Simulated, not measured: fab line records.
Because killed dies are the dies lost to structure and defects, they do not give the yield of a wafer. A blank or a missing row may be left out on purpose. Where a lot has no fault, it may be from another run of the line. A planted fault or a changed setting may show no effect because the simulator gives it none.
Which tool did it? :: flow nandHarc :: 12 lots, 36 wafers sampled, at 5 steps of a route of 1302

WHAT EACH GAUGE READ, for each wafer
NHARC_P_STI_CD_MEAS_16. Usual: cdNm 199.1 nm, standard deviation 2.5.
lot: L163
measured: day 2 18:46
on: cdSem-03
cdNm (nm): 198.8 200.0 201.0
flag: 

lot: L165
measured: day 3 15:07
on: cdSem-01
cdNm (nm): 196.9 197.2 198.3
flag: 

lot: L166
measured: day 4 01:23
on: cdSem-01
cdNm (nm): 202.3 194.1 199.9
flag: 

lot: L168
measured: day 4 21:43
on: cdSem-01
cdNm (nm): 199.3 199.8 200.4
flag: 

lot: L169
measured: day 5 06:56
on: cdSem-02
cdNm (nm): 200.4 195.3 197.5
flag: 

lot: L170
measured: day 5 17:32
on: cdSem-03
cdNm (nm): 194.0 195.5 195.0
flag: 

lot: L173
measured: day 7 01:04
on: cdSem-03
cdNm (nm): 199.5 197.6 199.0
flag: 

lot: L174
measured: day 7 14:23
on: cdSem-02
cdNm (nm): 200.7 202.5 200.4
flag: 

lot: L180
measured: day 9 23:16
on: cdSem-02
cdNm (nm): 202.0 203.0 199.2
flag: 

lot: L183
measured: day 11 04:46
on: cdSem-01
cdNm (nm): 198.0 194.3 195.7
flag: 

lot: L185
measured: day 12 00:33
on: cdSem-02
cdNm (nm): 194.2 198.7 193.6
flag: 

lot: L186
measured: day 12 13:13
on: cdSem-03
cdNm (nm): 204.3 203.3 202.6
flag: 

NHARC_END_SORT_01. Usual: killedAtArray 55, standard deviation 15; killedAtOther 1.0, standard deviation 1.2; killedAtPeriphery 3.4, standard deviation 2.2; killedDies 59, standard deviation 15; killedOpen 3.2, standard deviation 2; killedShort 2.5, standard deviation 1.7.
lot: L173
measured: day 29 09:36
on: prober-01
killedAtArray: 31
killedAtOther: 0
killedAtPeriphery: 4
killedDies: 35
killedOpen: 1
killedShort: 1
flag: 

WHAT TOOL EACH LOT RAN ON (gives the tool, then ch and the chambers of the sampled wafers, and finally the start)
lot: L163
NHARC_P_GATE_HM_DEP_102: aclDep-03 ch 0, day 4 19:53
NHARC_P_GATE_ETCH_32: rieSi-01 ch 0,1,2, day 4 21:47
NHARC_P_GATE_ETCHBACK_37: rieDiel-10 ch 1,2,3, no start

lot: L165
NHARC_P_GATE_HM_DEP_102: aclDep-02 ch 0, day 5 13:19
NHARC_P_GATE_ETCH_32: rieSi-04 ch 0,1,2, day 5 15:25
NHARC_P_GATE_ETCHBACK_37: rieDiel-10 ch 0,1,3, no start

lot: L166
NHARC_P_GATE_HM_DEP_102: aclDep-02 ch 0, day 6 01:57
NHARC_P_GATE_ETCH_32: rieSi-04 ch 0,2,3, day 6 03:56
NHARC_P_GATE_ETCHBACK_37: rieDiel-08 ch 0,1,2, no start

lot: L168
NHARC_P_GATE_HM_DEP_102: aclDep-02 ch 0, day 6 19:37
NHARC_P_GATE_ETCH_32: rieSi-04 ch 0,1,2, day 6 21:29
NHARC_P_GATE_ETCHBACK_37: rieDiel-08 ch 0,1, no start

lot: L169
NHARC_P_GATE_HM_DEP_102: aclDep-01 ch 0, day 7 06:28
NHARC_P_GATE_ETCH_32: rieSi-04 ch 0,2, day 7 08:20
NHARC_P_GATE_ETCHBACK_37: rieDiel-05 ch 0,1, no start

lot: L170
NHARC_P_GATE_HM_DEP_102: aclDep-03 ch 0, day 8 01:28
NHARC_P_GATE_ETCH_32: rieSi-01 ch 2,3, day 8 03:01
NHARC_P_GATE_ETCHBACK_37: rieDiel-08 ch 1,2, no start

lot: L173
NHARC_P_GATE_HM_DEP_102: aclDep-03 ch 0, day 9 04:50 and aclDep-02 ch 0, day 9 07:40
NHARC_P_GATE_ETCH_32: rieSi-04 ch 0,2, day 9 09:35
NHARC_P_GATE_ETCHBACK_37: rieDiel-08 ch 1,2, day 29 09:36 or earlier

lot: L174
NHARC_P_GATE_HM_DEP_102: aclDep-03 ch 0, day 9 18:03
NHARC_P_GATE_ETCH_32: rieSi-01 ch 1,2, day 9 19:49
NHARC_P_GATE_ETCHBACK_37: rieDiel-05 ch 0,2, no start

lot: L180
NHARC_P_GATE_HM_DEP_102: aclDep-01 ch 0, day 12 07:29
NHARC_P_GATE_ETCH_32: rieSi-04 ch 1,3, day 12 11:46
NHARC_P_GATE_ETCHBACK_37: rieDiel-10 ch 0,1,2, no start

lot: L183
NHARC_P_GATE_HM_DEP_102: aclDep-01 ch 0, day 13 06:19
NHARC_P_GATE_ETCH_32: rieSi-04 ch 0,1,2, day 13 08:19
NHARC_P_GATE_ETCHBACK_37: rieDiel-05 ch 0,2,3, no start

lot: L185
NHARC_P_GATE_HM_DEP_102: aclDep-03 ch 0, day 14 03:01
NHARC_P_GATE_ETCH_32: rieSi-01 ch 1,3, day 14 04:58
NHARC_P_GATE_ETCHBACK_37: rieDiel-05 ch 1,3, no start

lot: L186
NHARC_P_GATE_HM_DEP_102: aclDep-02 ch 0, day 14 19:01
NHARC_P_GATE_ETCH_32: rieSi-04 ch 1,3, day 14 20:52
NHARC_P_GATE_ETCHBACK_37: rieDiel-05 ch 0,1,2, no start
- NHARC_P_GATE_HM_DEP_102: deposits aC, target thk 120 nm.
- NHARC_P_GATE_ETCH_32: etches the open film in HBr/Cl2, target depth 150 nm, time 100.1 s.
- NHARC_P_GATE_ETCHBACK_37: etches the open film in CHF3/O2, target depth 34.5 nm, time 17.2 s.

WHAT THE TOOLS THEMSELVES READ (means of the sampled wafers that have a number; where no wafer has one, the mark that the record gives instead)
NHARC_P_GATE_HM_DEP_102. Usual: throttleValvePct 35.001 %, standard deviation 0.0088.
lot: L163
tool: aclDep-03
throttleValvePct (%): 35.002
flag: 

lot: L165
tool: aclDep-02
throttleValvePct (%): 35.009
flag: 

lot: L166
tool: aclDep-02
throttleValvePct (%): 35.002
flag: 

lot: L168
tool: aclDep-02
throttleValvePct (%): 35.006
flag: 

lot: L169
tool: aclDep-01
throttleValvePct (%): 35.003
flag: 

lot: L170
tool: aclDep-03
throttleValvePct (%): 35.005
flag: 

lot: L173
tool: aclDep-03/aclDep-02
throttleValvePct (%): 34.998
flag: 

lot: L174
tool: aclDep-03
throttleValvePct (%): 34.999
flag: 

lot: L180
tool: aclDep-01
throttleValvePct (%): 34.997
flag: 

lot: L183
tool: aclDep-01
throttleValvePct (%): 34.999
flag: 

lot: L185
tool: aclDep-03
throttleValvePct (%): 35.007
flag: 

lot: L186
tool: aclDep-02
throttleValvePct (%): 35.005
flag: 

NHARC_P_GATE_ETCH_32. Usual: chamberPressureMTorr 14.999 mTorr, standard deviation 0.014; drypumpMotorCurrentA 5.7 A, standard deviation 0.43; mfcCl2Sccm 49.99 sccm, standard deviation 0.14; oesProductAu 1.002 a.u., standard deviation 0.011; throttleValvePct 26.405 %, standard deviation 0.0092.
lot: L163
tool: rieSi-01
chamberPressureMTorr (mTorr): 15.002
drypumpMotorCurrentA (A): 5.8
mfcCl2Sccm (sccm): 50.00
oesProductAu (a.u.): 1.004
throttleValvePct (%): 26.395
flag: 

lot: L165
tool: rieSi-04
chamberPressureMTorr (mTorr): 14.985
drypumpMotorCurrentA (A): 5.7
mfcCl2Sccm (sccm): 49.89
oesProductAu (a.u.): 1.013
throttleValvePct (%): 26.407
flag: 

lot: L166
tool: rieSi-04
chamberPressureMTorr (mTorr): 14.998
drypumpMotorCurrentA (A): 5.3
mfcCl2Sccm (sccm): 49.94
oesProductAu (a.u.): 1.012
throttleValvePct (%): 26.403
flag: 

lot: L168
tool: rieSi-04
chamberPressureMTorr (mTorr): 15.000
drypumpMotorCurrentA (A): 5.7
mfcCl2Sccm (sccm): 49.95
oesProductAu (a.u.): 1.010
throttleValvePct (%): 26.407
flag: 

lot: L169
tool: rieSi-04
chamberPressureMTorr (mTorr): 14.999
drypumpMotorCurrentA (A): 5.4
mfcCl2Sccm (sccm): 50.05
oesProductAu (a.u.): 0.995
throttleValvePct (%): 26.406
flag: 

lot: L170
tool: rieSi-01
chamberPressureMTorr (mTorr): 15.002
drypumpMotorCurrentA (A): 6.0
mfcCl2Sccm (sccm): 49.87
oesProductAu (a.u.): 1.001
throttleValvePct (%): 26.409
flag: 

lot: L173
tool: rieSi-04
chamberPressureMTorr (mTorr): 14.994
drypumpMotorCurrentA (A): 5.2
mfcCl2Sccm (sccm): 50.03
oesProductAu (a.u.): 0.999
throttleValvePct (%): 26.404
flag: 

lot: L174
tool: rieSi-01
chamberPressureMTorr (mTorr): 14.987
drypumpMotorCurrentA (A): 6.1
mfcCl2Sccm (sccm): 50.04
oesProductAu (a.u.): 0.993
throttleValvePct (%): 26.404
flag: 

lot: L180
tool: rieSi-04
chamberPressureMTorr (mTorr): 14.997
drypumpMotorCurrentA (A): 6.0
mfcCl2Sccm (sccm): 49.99
oesProductAu (a.u.): 1.017
throttleValvePct (%): 26.409
flag: 

lot: L183
tool: rieSi-04
chamberPressureMTorr (mTorr): 14.996
drypumpMotorCurrentA (A): 5.7
mfcCl2Sccm (sccm): 49.95
oesProductAu (a.u.): 0.999
throttleValvePct (%): 26.394
flag: 

lot: L185
tool: rieSi-01
chamberPressureMTorr (mTorr): 15.000
drypumpMotorCurrentA (A): 5.9
mfcCl2Sccm (sccm): 50.06
oesProductAu (a.u.): 0.989
throttleValvePct (%): 26.404
flag: 

lot: L186
tool: rieSi-04
chamberPressureMTorr (mTorr): 14.999
drypumpMotorCurrentA (A): 5.6
mfcCl2Sccm (sccm): 49.90
oesProductAu (a.u.): 1.010
throttleValvePct (%): 26.401
flag: 

NHARC_P_GATE_ETCHBACK_37. Usual: chamberPressureMTorr 25.002 mTorr, standard deviation 0.024; drypumpMotorCurrentA 5.6 A, standard deviation 0.47; oesProductAu 0.95 a.u., standard deviation 0.035; rfVppV 372.1 V, standard deviation 2; showerheadPlenumPTorr 2.47 Torr, standard deviation 0.089; throttleValvePct 20.571 %, standard deviation 0.0079.
lot: L163
tool: rieDiel-10
chamberPressureMTorr (mTorr): 25.015
drypumpMotorCurrentA (A): 5.2
oesProductAu (a.u.): 0.92
rfVppV (V): 371.6
showerheadPlenumPTorr (Torr): 2.47
throttleValvePct (%): 20.566
flag: 

lot: L165
tool: rieDiel-10
chamberPressureMTorr (mTorr): 25.005
drypumpMotorCurrentA (A): 5.7
oesProductAu (a.u.): 0.93
rfVppV (V): 371.1
showerheadPlenumPTorr (Torr): 2.41
throttleValvePct (%): 20.564
flag: 

lot: L166
tool: rieDiel-08
chamberPressureMTorr (mTorr): 25.000
drypumpMotorCurrentA (A): 5.7
oesProductAu (a.u.): 0.99
rfVppV (V): 371.4
showerheadPlenumPTorr (Torr): 2.43
throttleValvePct (%): 20.570
flag: 

lot: L168
tool: rieDiel-08
chamberPressureMTorr (mTorr): 24.998
drypumpMotorCurrentA (A): 5.5
oesProductAu (a.u.): 0.93
rfVppV (V): 369.7
showerheadPlenumPTorr (Torr): 2.37
throttleValvePct (%): 20.563
flag: 

lot: L169
tool: rieDiel-05
chamberPressureMTorr (mTorr): 25.000
drypumpMotorCurrentA (A): 5.6
oesProductAu (a.u.): 0.93
rfVppV (V): 373.2
showerheadPlenumPTorr (Torr): 2.47
throttleValvePct (%): 20.577
flag: 

lot: L170
tool: rieDiel-08
chamberPressureMTorr (mTorr): 25.014
drypumpMotorCurrentA (A): 5.9
oesProductAu (a.u.): 0.92
rfVppV (V): 372.7
showerheadPlenumPTorr (Torr): 2.49
throttleValvePct (%): 20.575
flag: 

lot: L173
tool: rieDiel-08
chamberPressureMTorr (mTorr): 24.993
drypumpMotorCurrentA (A): 5.9
oesProductAu (a.u.): 1.00
rfVppV (V): 372.6
showerheadPlenumPTorr (Torr): 2.49
throttleValvePct (%): 20.578
flag: 

lot: L174
tool: rieDiel-05
chamberPressureMTorr (mTorr): 24.994
drypumpMotorCurrentA (A): 5.9
oesProductAu (a.u.): 0.93
rfVppV (V): 371.2
showerheadPlenumPTorr (Torr): 2.47
throttleValvePct (%): 20.573
flag: 

lot: L180
tool: rieDiel-10
chamberPressureMTorr (mTorr): 24.993
drypumpMotorCurrentA (A): 5.7
oesProductAu (a.u.): 0.93
rfVppV (V): 370.7
showerheadPlenumPTorr (Torr): 2.40
throttleValvePct (%): 20.570
flag: 

lot: L183
tool: rieDiel-05
chamberPressureMTorr (mTorr): 25.006
drypumpMotorCurrentA (A): 5.9
oesProductAu (a.u.): 1.00
rfVppV (V): 372.4
showerheadPlenumPTorr (Torr): 2.51
throttleValvePct (%): 20.575
flag: 

lot: L185
tool: rieDiel-05
chamberPressureMTorr (mTorr): 25.000
drypumpMotorCurrentA (A): 5.8
oesProductAu (a.u.): 0.93
rfVppV (V): 373.6
showerheadPlenumPTorr (Torr): 2.55
throttleValvePct (%): 20.563
flag: 

lot: L186
tool: rieDiel-05
chamberPressureMTorr (mTorr): 24.980
drypumpMotorCurrentA (A): 5.6
oesProductAu (a.u.): 0.99
rfVppV (V): 373.3
showerheadPlenumPTorr (Torr): 2.52
throttleValvePct (%): 20.577
flag: 

THE ANSWER, worked out from the rows above alone
Rule: lot off if the mean of its wafers having a number is beyond 3 standard deviations from the usual mean. Also off: a lot with no number at a reading for which 4 or more lots have one. Any other lot the step has rows for is counted as sound. After the gauges, taken in route order, come the tools' own readings; for these a lot's mean is taken, as printed above. At the first step where some lot is off, the reading lying furthest off is the one used; lots without a number count as furthest.
No lot is off at any reading shown: from this, nothing can be told.

WHAT WAS PUT IN BY THE SIMULATOR
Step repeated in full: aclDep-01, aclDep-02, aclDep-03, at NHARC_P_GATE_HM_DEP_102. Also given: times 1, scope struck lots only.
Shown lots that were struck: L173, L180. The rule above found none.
